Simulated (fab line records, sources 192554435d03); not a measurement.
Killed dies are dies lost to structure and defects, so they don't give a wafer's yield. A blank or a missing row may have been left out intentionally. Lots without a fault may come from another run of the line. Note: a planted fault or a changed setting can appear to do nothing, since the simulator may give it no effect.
Code-filled problem report in 8D (eight disciplines) form + flow n5Finfet + the parts of the form that need people (team, actions taken, sign-off) are left out

== 1. THE PROBLEM ==
rawDefectCount at N5_BEOL_M9_INSPECT_13 reads a mean of 1637 on 2 wafers of 2 lots; wafers without a fault read 394 with a standard deviation of 94. That puts it +13 standard deviations away from the usual mean.
The step: inspects for defects (brightfield).
First observed at day 12 07:41: wafer L120.6, on defectInspect-02. At this step, 27 wafers from 9 lots have a number in the record. Rule for "out", or "out of limits": more than 4 standard deviations from the usual mean. Any other wafer with a number is counted as sound.

== 2. WHAT THIS IS AND IS NOT ==
| question                    | is                | is not                                                                                       |
|-----------------------------|-------------------|----------------------------------------------------------------------------------------------|
| which readings at this step | rawDefectCount    | -                                                                                            |
| which lots                  | L120, L121        | L109, L111, L115, L124, L126, L131, L132                                                     |
| which wafers of those lots  | L120.6, L121.1    | L120.2, L120.5, L121.2, L121.5                                                               |
| read on which gauges        | defectInspect-02  | defectInspect-01                                                                             |
| when                        | from day 12 07:41 | up to then (11 sound wafers); but 14 sound wafers of L121, L124, L126, L131, L132 came after |

== 3. SUSPECTS, AND WHAT RULES EACH OUT ==
Counting: any tool at a process step up to the reading remains a suspect provided it ran every lot that is out. Sound lots after the first of them don't rule it out here, since some wafers of a struck lot are sound.
- the gauge at N5_BEOL_M9_INSPECT_13 has been ruled out. All the wafers that are out were read on defectInspect-02, but those of them that N5_PASSIVATION_PROBE_49 has rows for are out there too, on other tools.
- pvdSputter-03 at N5_BEOL_M8_SPUTTER_48 (material Cu, target thk 10 nm, time 1.667 s): kept. It processed each lot that is out (first: L120, day 12 04:50); up to then, its last sound lot is L109 (day 9 09:30).
- pecvd-04 at N5_BEOL_M9_PECVD_70 (deposits SiO2 from TEOS/O2, target thk 20 nm, time 22.7 s): kept. It processed each lot that is out (first: L120, day 12 06:31); up to then, its last sound lot is L115 (day 10 23:47).
- The sound lot-mates ran in chamber 0 of pecvd-04 at N5_BEOL_M9_PECVD_70, but the wafers that are out ran in chamber 2.
The count leaves pecvd-04 at N5_BEOL_M9_PECVD_70 and pvdSputter-03 at N5_BEOL_M8_SPUTTER_48.

== 4. THE CAUSE (what the simulator had put in) ==
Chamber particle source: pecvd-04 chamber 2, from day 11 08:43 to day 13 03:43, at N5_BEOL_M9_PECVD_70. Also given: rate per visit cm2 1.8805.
2 suspects survive the count, and this tool is in that group.

== 5. THE EFFECT CHAIN, in route order ==
Each row: a reading whose mean over the struck wafers that have a number lies more than 3 standard deviations from the usual. Only readings whose record carries a usual standard deviation are examined. hours: median over the lots of the time between each lot's start at the first step of this table that gives one and its start at this step. sigmas: the change, counted in usual standard deviations.
| hours | step                    | reading             | usual  | on struck wafers | change | sigmas |
|-------|-------------------------|---------------------|--------|------------------|--------|--------|
| 0     | N5_BEOL_M9_INSPECT_13   | rawDefectCount      | 394    | 1637             | +1243  | +13    |
| 64    | N5_PASSIVATION_PROBE_49 | defectLimitedYield  | 90.9 % | 79.4             | -11.5  | -7.7   |
| 64    | N5_PASSIVATION_PROBE_49 | killed_at_M4_up     | 14     | 178              | +164   | +32    |
| 64    | N5_PASSIVATION_PROBE_49 | killedDies          | 108    | 244              | +136   | +7.5   |
| 64    | N5_PASSIVATION_PROBE_49 | sort_bin_5_function | 5.4 %  | 12.3             | +6.9   | +6.9   |
| 64    | N5_PASSIVATION_PROBE_49 | sortNPass           | 1072   | 936              | -136   | -7.5   |
| 64    | N5_PASSIVATION_PROBE_49 | sortYieldPct        | 90.9 % | 79.4             | -11.5  | -7.7   |
It contains these process steps:
- N5_PASSIVATION_PROBE_49

== 6. WHAT WOULD HAVE CAUGHT IT SOONER ==
23 hours passed between the start of the fault at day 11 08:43 and the first reading out of limits at a measuring or inspecting step in this record, taken at day 12 07:41.
Of the tool readings at N5_BEOL_M9_PECVD_70 for which the record gives a usual standard deviation, none was out on any struck wafer, so an alarm limit of 4 standard deviations on them would not have fired.
Among the 2 lots that are out, L121 began N5_BEOL_M9_PECVD_70 on pecvd-04 after day 12 07:41. A tool hold placed at that time would have kept it from harm.
